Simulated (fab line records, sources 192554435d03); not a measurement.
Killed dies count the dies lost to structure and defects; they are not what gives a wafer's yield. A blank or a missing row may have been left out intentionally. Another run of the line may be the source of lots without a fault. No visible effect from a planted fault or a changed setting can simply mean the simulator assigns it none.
Lot-split experiment ; flow n5 finfet ; 39 wafers read from 7 lots, route of 1938 steps

== ON THE SPLIT ==
At N5_BEOL_M3_VIA_ETCH_34 (etches the open film in C4F6/O2, target depth 69.4 nm, time 65.9 s), the setting target depth a was moved away from the recipe's 694 angstrom on 9 of the 39 wafers read, by -31.3% to +30.1%. All remaining wafers had this setting at the recipe value.

The split's own step is where the reading is taken.

== THE READING ==
SOC_of_BEOL_M3_COAT_67.thk nm (the simulator's own value, which no gauge read), in nm, at N5_BEOL_M3_VIA_ETCH_34 (etches the open film in C4F6/O2, target depth 69.4 nm, time 65.9 s). No usual value for it is given in the file. Here, 30 wafers ran the recipe; their average is 51.9 nm with a standard deviation of 0.19 nm.

wafer;tool, chamber at the split;target depth a as run, angstrom;against the recipe;SOC_of_BEOL_M3_COAT_67.thk nm, nm;against lot-mates on the recipe
L075.1;rie diel-04, 0;694;recipe;51.8;-
L075.2;rie diel-04, 2;694;recipe;51.4;-
L075.3;rie diel-04, 3;694;recipe;52.2;-
L075.4;rie diel-04, 1;694;recipe;51.8;-
L075.5;rie diel-04, 2;694;recipe;51.8;-
L075.6;rie diel-04, 3;694;recipe;51.8;-
L078.1;rie diel-04, 3;694;recipe;52.2;-
L078.2;rie diel-04, 0;694;recipe;51.8;-
L078.3;rie diel-04, 2;476.9;-31.3%;54.4;+2.5
L078.4;rie diel-04, 1;476.9;-31.3%;54.4;+2.5
L078.5;rie diel-04, 1;476.9;-31.3%;54.4;+2.5
L078.6;rie diel-04, 2;694;recipe;51.6;-
L080.1;rie diel-04, 3;694;recipe;52;-
L080.2;rie diel-04, 0;495.2;-28.6%;54.2;+2.3
L080.3;rie diel-04, 2;694;recipe;52;-
L080.4;rie diel-04, 1;495.2;-28.6%;54;+2.1
L080.5;rie diel-04, 3;694;recipe;51.8;-
L080.6;rie diel-04, 2;495.2;-28.6%;54;+2.1
L084.2;rie diel-02, 2;694;recipe;51.8;-
L084.4;rie diel-02, 0;694;recipe;51.8;-
L084.6;rie diel-02, 0;694;recipe;51.8;-
L088.1;rie diel-05, 3;694;recipe;51.6;-
L088.2;rie diel-05, 1;694;recipe;51.6;-
L088.3;rie diel-05, 2;903;+30.1%;49.2;-2.5
L088.4;rie diel-05, 0;694;recipe;52;-
L088.5;rie diel-05, 3;903;+30.1%;49.2;-2.5
L088.6;rie diel-05, 0;903;+30.1%;49.6;-2.1
L096.1;rie diel-05, 0;694;recipe;52.2;-
L096.2;rie diel-05, 2;694;recipe;52;-
L096.3;rie diel-05, 1;694;recipe;51.8;-
L096.4;rie diel-05, 3;694;recipe;51.8;-
L096.5;rie diel-05, 2;694;recipe;51.8;-
L096.6;rie diel-05, 1;694;recipe;51.8;-
L097.1;rie diel-04, 2;694;recipe;52;-
L097.2;rie diel-04, 0;694;recipe;51.8;-
L097.3;rie diel-04, 3;694;recipe;52.2;-
L097.4;rie diel-04, 1;694;recipe;51.6;-
L097.5;rie diel-04, 2;694;recipe;51.8;-
L097.6;rie diel-04, 1;694;recipe;52;-

THE FIT
A straight line over all 39 wafers: SOC_of_BEOL_M3_COAT_67.thk nm changes by -0.0811 nm for each +1% of target depth a; r = -0.99; the points scatter about the line by 0.19 nm.
The same after taking each lot's own level away (the mean of its wafers on the recipe; 39 wafers): -0.0786 nm for each +1%; r = -0.99; scatter 0.18 nm.
Per that fit: largest target depth a move, reading shift of 2.5 nm.
Across the lots, their own levels run from 51.73 to 51.93 nm, a range of 1.0 times the standard deviation given above.
So the lot-to-lot level changes the slope little: the two slopes agree.
Check: with one of the wafers moved furthest among these (-31.3%) left out of the fit, the line predicts +2.44 nm for it against its lot-mates. It came out at +2.53 nm against them.

== ADDITIONAL SPLITS CARRIED BY THESE WAFERS ==
Other splits were also applied to these wafers ahead of the reading. Each is held against what the fit with the lots' levels taken away leaves over:
other split on the same wafers;wafers away from the commonest value;r with SOC_of_BEOL_M3_COAT_67.thk nm (lot level and that fit taken away)
N5_FIN_SAQP_HM_DEP_03 time s;15;+0.11
N5_HKMG_FIN_ALD_71 ald cycles;12;-0.14

== THE WHOLE CHAIN: every reading that the file lists as answering this split, in the file's order ==
step;what it does;reading;change (the file's fit);r (the file's)
N5_BEOL_M3_VIA_ETCH_34;etches the open film in C4F6/O2, target depth 69.4 nm, time 65.9 s;etch.depth nm (the simulator's own value, which no gauge read);+0.689 nm for each +1% of the setting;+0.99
N5_BEOL_M3_VIA_ETCH_34;etches the open film in C4F6/O2, target depth 69.4 nm, time 65.9 s;SOC_of_BEOL_M3_COAT_67.thk nm (the simulator's own value, which no gauge read);-0.0786 nm for each +1% of the setting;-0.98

== THE FILE'S OWN FIT ==
SOC_of_BEOL_M3_COAT_67.thk nm changes by -0.0786 nm for each +1% of target depth a, r = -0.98.
